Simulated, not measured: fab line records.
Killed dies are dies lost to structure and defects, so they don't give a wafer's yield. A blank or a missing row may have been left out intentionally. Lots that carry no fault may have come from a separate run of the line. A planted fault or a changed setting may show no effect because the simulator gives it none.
A struck lot beside a sound one / flow n5Finfet / 22 out of 1938 route steps
Sound: wafers L503.1, L503.3, L503.5. Wafers L499.4, L499.5, L499.6 were the ones struck. The cause is given at the end.
Each step with rows lists, per side, the tool, then ch with its chambers, then its first start. Under that, the readings that differ: sound wafers / struck wafers / difference of the means / sigmas: that difference in standard deviations of wafers without a fault.
alike: a reading whose means differ by less than 2 such deviations, as well as words and numbers matching on both sides. not compared: withheld readings; readings where some wafer has no value; bounds like >300 that might hide an equal value; numbers whose values overlap and for which the record gives no deviation.
The two part at a step that has a row with sigmas, a row that says differs or no value, or rows on one side only. Numbers that have no deviation but don't overlap get no sigmas and don't part them. Lack of a reading on every wafer of one side parts them only where that side has two or more wafers.

first, 1 step without rows for these wafers: N5_BEOL_M3_ANNEAL_87 (time 240 s).
N5_BEOL_M3_SPUTTER_88: material Cu, target thk 4.5 nm, time 8.29 s.
  struck on pvdSputter-01, day 10 17:03; sound on pvdSputter-02, day 11 12:54
  alike: substrateTempC, throttleValvePct
then, 1 step without rows for these wafers: N5_BEOL_M3_ANNEAL_89 (time 240 s).
N5_BEOL_M3_SPUTTER_90: material Cu, target thk 4.5 nm, time 8.29 s.
  struck on pvdSputter-01, day 10 17:16; sound on pvdSputter-02, day 11 13:07
  alike: substrateTempC, throttleValvePct
then, 2 steps without rows for these wafers: N5_BEOL_M3_ANNEAL_91 (time 240 s); N5_BEOL_M3_SPUTTER_92 (material Cu, target thk 4.5 nm, time 8.29 s).
N5_BEOL_M3_ANNEAL_93: time 240 s.
  struck on pvdSputter-01, day 10 17:34; sound on pvdSputter-02, day 11 13:25
  alike: heaterPowerW
then, 1 step without rows for these wafers: N5_BEOL_M3_SPUTTER_94 (material Cu, target thk 4.5 nm, time 8.29 s).
N5_BEOL_M3_ANNEAL_95: time 240 s.
  struck on pvdSputter-01, day 10 17:47; sound on pvdSputter-02, day 11 13:38
  alike: heaterPowerW
then, 2 steps without rows for these wafers: N5_BEOL_M3_SPUTTER_96 (material Cu, target thk 4.5 nm, time 8.29 s); N5_BEOL_M3_ECD_50 (material Cu, target thk 300 nm).
N5_BEOL_M3_ANNEAL_51: time 90 s.
  sound on rtpAnneal-01 ch 0, day 11 13:59; struck on rtpAnneal-02 ch 0, day 10 18:16
reading=wafer_temp_C_max; sound=226.24 226.16 225.99; struck=225.75 225.36 225.57; difference=-0.57; sigmas=-2
N5_BEOL_M3_CMP_52: polishes, stops on SiOC, t overpolish 6.8 s, target thk 40 nm.
  sound on cmp-02 ch 0,1, day 11 14:34; struck on cmp-02 ch 1,2,3, day 10 18:32
  no value came back on the struck wafers for any of 5 readings (barrierFieldEndpointS (s), clearingPlatenDownForcePsi (psi) and others); on the sound wafers barrierFieldEndpointS (s) reads 25.0 25.1 24.5
reading=model.Cu_of_BEOL_M3_ECD_50.thkNm (nm); sound=38.8 40.2 39; struck=300.8 303 303; difference=+262.9; sigmas=
reading=model.SiO2_of_BEOL_M3_PECVD_72.thkNm (nm); sound=0 0 0; struck=16 15.6 16.2; difference=+16; sigmas=
reading=model.SiOC_of_BEOL_M3_ILD_DEP_00.thkNm (nm); sound=75.8 76.2 76.4; struck=78.6 78.8 79.4; difference=+2.8; sigmas=
N5_BEOL_M3_THK_MEAS_53: measures by xrf.
  struck on filmMetro-01, day 10 18:43; sound on filmMetro-02, day 11 14:51
reading=M3_THK (nm); sound=38.8 40.2 39.1; struck=291.0 293.4 294.4; difference=+253.6; sigmas=+99 or more
then, 4 steps without rows for these wafers: N5_BEOL_M3_PRE_CLEAN_60 (time 15 s); N5_BEOL_M3_CO_CAP_55 (material Co, precursor CCTBA/H2, target thk 2 nm, time 102.1 s); N5_BEOL_M3_PRE_CLEAN_56 (time 15 s); N5_BEOL_M3_DEP_57 (deposits SiCN from 3MS/NH3, target thk 8 nm, time 14 s).
N5_BEOL_M3_RS_MEAS_58: a four-point-probe measurement.
  struck on filmMetro-01, day 10 19:02; sound on filmMetro-01, day 11 15:07
reading=M3_RS (ohm/sq); sound=0.70 0.67 0.69; struck=0.06 0.06 0.06; difference=-0.63; sigmas=-18
N5_BEOL_M3_INSPECT_59: inspects for defects (darkfield).
  struck on defectInspect-02, day 10 19:04; sound on defectInspect-01, day 11 15:08
reading=rawDefectCount; sound=66 58 36; struck=5272 5068 5207; difference=+5129; sigmas=+99 or more
N5_BEOL_M4_RC_MEAS_101:
  the record has rows for the sound wafers here (prober-01 ch 0, day 12 05:27) and none for the struck ones
-- the record jumps here: 6 days lie between the struck wafers' starts before and after (it left off in module BEOL_M4 and takes up again in module PASSIVATION, whose first step shown is number 1936 of the route) --
N5_PASSIVATION_PROBE_49:
  record: rows for the struck wafers here (prober-01, day 17 06:27), none for the sound ones

WHERE THEY PART
Last at N5_PASSIVATION_PROBE_49 as far as this record goes, first at N5_BEOL_M3_ANNEAL_51.

WHY: what the simulator had put in
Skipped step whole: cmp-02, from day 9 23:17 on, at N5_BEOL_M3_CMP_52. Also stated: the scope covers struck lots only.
